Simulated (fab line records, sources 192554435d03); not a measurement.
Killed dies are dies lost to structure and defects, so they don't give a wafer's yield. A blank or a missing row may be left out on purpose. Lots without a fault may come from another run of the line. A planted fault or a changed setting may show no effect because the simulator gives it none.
Split-lot experiment | flow n5_finfet | 7 lots, 21 wafers read, on a route of 1938 steps

THE SPLIT
At N5_WELL_APT_COAT_02 (resist thk 950 nm), the setting spin_rpm was moved away from the recipe's 1357 rpm on 8 of the 21 wafers read, by -11.1% to +8.3%. The other wafers ran this setting at the recipe's value.

The reading is taken at the split's own step.

THE READING
coat_of_WELL_APT_COAT_02.thk_nm (the simulator's own value, which no gauge read), in nm, at N5_WELL_APT_COAT_02 (resist thk 950 nm). The file gives no usual value for it. The 13 wafers here that ran the recipe average 950.0 nm, standard deviation 2.9 nm.

wafer  | tool, chamber at the split | spin_rpm as run, rpm | against the recipe | coat_of_WELL_APT_COAT_02.thk_nm, nm | against lot-mates on the recipe
L074.3 | litho_track-03, 0          | 1357                 | recipe             | 945.3                               | -
L074.5 | litho_track-03, 0          | 1357                 | recipe             | 947.6                               | -
L074.6 | litho_track-03, 0          | 1357                 | recipe             | 944.1                               | -
L078.2 | litho_track-04, 0          | 1357                 | recipe             | 953.7                               | -
L078.5 | litho_track-04, 0          | 1357                 | recipe             | 952.8                               | -
L078.6 | litho_track-04, 0          | 1357                 | recipe             | 951                                 | -
L079.1 | litho_track-05, 0          | 1357                 | recipe             | 948.6                               | -
L079.2 | litho_track-05, 0          | 1207                 | -11.1%             | 1009                                | +60.5
L079.3 | litho_track-05, 0          | 1357                 | recipe             | 948.4                               | -
L085.1 | litho_track-03, 0          | 1469                 | +8.3%              | 916                                 | no lot-mate on the recipe
L085.3 | litho_track-03, 0          | 1469                 | +8.3%              | 913.7                               | no lot-mate on the recipe
L085.6 | litho_track-03, 0          | 1469                 | +8.3%              | 913.2                               | no lot-mate on the recipe
L094.4 | litho_track-04, 0          | 1357                 | recipe             | 952.7                               | -
L094.5 | litho_track-04, 0          | 1357                 | recipe             | 951.7                               | -
L094.6 | litho_track-04, 0          | 1357                 | recipe             | 952.8                               | -
L096.2 | litho_track-05, 0          | 1294                 | -4.6%              | 974.7                               | no lot-mate on the recipe
L096.3 | litho_track-05, 0          | 1294                 | -4.6%              | 974.1                               | no lot-mate on the recipe
L096.6 | litho_track-05, 0          | 1294                 | -4.6%              | 976.8                               | no lot-mate on the recipe
L097.2 | litho_track-04, 0          | 1357                 | recipe             | 951                                 | -
L097.3 | litho_track-04, 0          | 1357                 | recipe             | 950.2                               | -
L097.4 | litho_track-04, 0          | 1281                 | -5.6%              | 981                                 | +30.4

THE FIT
A straight line over all 21 wafers: coat_of_WELL_APT_COAT_02.thk_nm changes by -4.86 nm for each +1% of spin_rpm; r = -0.99; the points scatter about the line by 3.2 nm.
The same after taking each lot's own level away (the mean of its wafers on the recipe; 15 wafers): -5.46 nm for each +1%; r = -1.00; scatter 0.93 nm.
On that fit, the largest move of spin_rpm shifts the reading by 60 nm.
The lots' own levels span 945.67 to 952.50 nm, that is 2.4 times the standard deviation above.
So the lot-to-lot level changes the slope: the two fits differ.
Check: with one of the wafers moved furthest among these (-11.1%) left out of the fit, the line predicts +60 nm for it against its lot-mates. It came out at +60.5 nm against them.

THE FILE'S OWN FIT
coat_of_WELL_APT_COAT_02.thk_nm changes by -5.46 nm for each +1% of spin_rpm, r = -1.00.
